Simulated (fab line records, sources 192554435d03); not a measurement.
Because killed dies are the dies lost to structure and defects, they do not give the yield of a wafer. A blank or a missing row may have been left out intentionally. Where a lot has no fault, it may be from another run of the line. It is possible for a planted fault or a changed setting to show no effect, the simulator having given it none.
Chamber matching :: flow n5_finfet :: cmp-01 running N5_ILD0_CMP_12: 4 sister chambers
The step polishes SiNx, stops on poly-Si, t overpolish 6 s, target thk 17.67 nm. 4 wafers are shown with their chamber, then 9 later ones without.

== WAFERS WITH THEIR CHAMBER ==
wafer: L081.1
chamber: 3
motor_current_A (A): 8.6

wafer: L087.2
chamber: 2
motor_current_A (A): 7.0

wafer: L087.5
chamber: 0
motor_current_A (A): 9.2

wafer: L087.6
chamber: 1
motor_current_A (A): 9.0

== WAFERS WITHOUT THEIR CHAMBER ==
wafer: L090.3
motor_current_A (A): 9.4

wafer: L090.4
motor_current_A (A): 7.0

wafer: L090.6
motor_current_A (A): 7.2

wafer: L094.2
motor_current_A (A): 8.4

wafer: L094.3
motor_current_A (A): 6.5

wafer: L094.6
motor_current_A (A): 7.4

wafer: L097.2
motor_current_A (A): 8.4

wafer: L097.3
motor_current_A (A): 9.5

wafer: L097.6
motor_current_A (A): 8.6

== THE CHAMBER EACH PASSED THROUGH ==
wafer: L090.3
from the rows above: can't be placed: 0 or 1
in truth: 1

wafer: L090.4
from the rows above: 2
in truth: 2

wafer: L090.6
from the rows above: 2
in truth: 2

wafer: L094.2
from the rows above: can't be placed: 3 or 1
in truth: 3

wafer: L094.3
from the rows above: 2
in truth: 2

wafer: L094.6
from the rows above: 2
in truth: 2

wafer: L097.2
from the rows above: can't be placed: 3 or 1
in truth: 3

wafer: L097.3
from the rows above: can't be placed: 0 or 1
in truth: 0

wafer: L097.6
from the rows above: can't be placed: 3 or 1
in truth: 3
Correct placement for 4 of the 9. Can't be placed from these rows: 5 (the true chamber is among the candidates in 5). Wrongly placed: 0.
How it was worked out, from the rows above alone: a wafer's distance from a chamber is the root of the sum, over the readings, of the square of ((its reading less the chamber's mean) divided by the reading's scatter). The wafer belongs to the nearest chamber; if the next one is less than 2 further off, it can't be placed. A chamber's mean is the mean of its shown wafers. The scatter (one wafer shown for each chamber): square how far every hidden wafer sits from the nearest shown wafer, average those squares and take the square root.
